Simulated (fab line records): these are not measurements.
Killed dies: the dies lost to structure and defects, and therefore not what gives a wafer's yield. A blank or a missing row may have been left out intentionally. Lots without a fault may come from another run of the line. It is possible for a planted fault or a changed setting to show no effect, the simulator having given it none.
A struck lot beside a sound one	flow nand-harc	13 out of 1159 route steps
Sound: wafers L339.3, L339.4, L339.6. Wafers L342.1, L342.3, L342.5 were the ones struck. The cause comes at the end.
At each step with rows: each side's tool, then ch and its chambers, then its first start. Under that, the readings that differ: sound wafers	struck wafers	difference of the means	sigmas: that difference in standard deviations of wafers without a fault.
alike: readings with means less than 2 such deviations apart, plus words and numbers identical on both sides. not compared: withheld readings, readings lacking a value on some wafer, bounds such as >300 that could conceal the same value, and numbers that have no deviation in the record and whose values overlap.
A row with sigmas, a row that says differs or no value, or rows on one side alone: a step with any of these is where the two part. When numbers do not overlap yet have no deviation, they are printed without sigmas and do not part them. A reading missing from all wafers of one side parts the sides only when that side holds two or more wafers.

first, 2 steps without rows for these wafers: NHARC_A_SLIT_PRECLEAN_19 (cleans in SC1); NHARC_A_SLIT_SRD_20.
NHARC_A_SLIT_CD_MEAS_21:
  sound: cd-sem-03 at day 14 14:58; struck: cd-sem-02 at day 15 04:08
  alike: cd-nm
then, 3 steps without rows for these wafers: NHARC_A_SIN_REMOVE_WET_00 (chemistry H3PO4, time 15300 s); NHARC_A_SIN_REMOVE_PRECLEAN_01 (cleans in SC1); NHARC_A_SIN_REMOVE_SRD_02.
NHARC_A_SIN_REMOVE_INSPECT_04:
  sound: defect-inspect-02 at day 14 21:03; struck: defect-inspect-01 at day 15 10:11
  alike: raw-defect-count
NHARC_A_WL_FILL_ALD_00: deposits Al2O3, target thk 3 nm, pulse time 3 s, ald cycles 30.
  sound on ald-hk-01 ch 0,1,3, day 14 21:08; struck on ald-hk-03 ch 0,1, day 15 10:42
  alike: heater-power-w, precursor-pulse-height-rel
  not compared: since-wet-clean-h
NHARC_A_WL_FILL_RTA_01: time 5 s.
  sound on rtp-anneal-02 ch 0, day 14 21:26; struck on rtp-anneal-01 ch 0, day 15 11:08
  alike: lamp-power-pct, lamp_zone_1_pct, wafer_temp_C_max
NHARC_A_WL_FILL_ALD_02: deposits TiN, target thk 2 nm, pulse time 3 s, ald cycles 100.
  sound on ald-metal-02 ch 0,2,3, day 14 21:38; struck on ald-metal-04 ch 1,2,3, day 15 11:23
  alike: heater-power-w, precursor-pulse-height-rel
  not compared: since-wet-clean-h
NHARC_A_WL_FILL_CVD_03: deposits W, target thk 40 nm, time 3302 s.
  sound on cvd-w-01 ch 0,1, day 14 22:59; struck on cvd-w-01 ch 0,1, day 15 13:52
  no value came back on the struck wafers for chamber-pressure-Torr (Torr), heater-power-outer-w (W), heater-power-w (W), throttle-valve-pct (%); on the sound wafers chamber-pressure-Torr (Torr) reads 40.00 40.01 39.97
  not compared: since-wet-clean-h
NHARC_A_WL_FILL_ETCHBACK_04: etches the open film in NF3, target depth 60 nm, time 120 s.
  sound on rie-metal-03 ch 0,1, day 15 01:24; struck on rie-metal-02 ch 0,1, day 15 16:45
reading	sound	struck	difference	sigmas
oes-product-au (a.u.)	1.020 1.008 1.012	0.995 0.994 0.995	-0.019	-3
  alike: drypump-motor-current-A
  not compared: rf-hours-counter-h
-- jump in the record: it breaks off in module A_WL_FILL and resumes in module END (first step shown: number 1159 of the route), and 4 days separate the struck wafers' starts before and after --
NHARC_END_SORT_01:
  here the record holds rows for the struck wafers (prober-01 ch 0, day 19 18:09) but none for the sound ones

## WHERE THEY PART
Earliest at NHARC_A_WL_FILL_CVD_03; latest, in this record, at NHARC_END_SORT_01.

WHY: whatever the simulator had introduced
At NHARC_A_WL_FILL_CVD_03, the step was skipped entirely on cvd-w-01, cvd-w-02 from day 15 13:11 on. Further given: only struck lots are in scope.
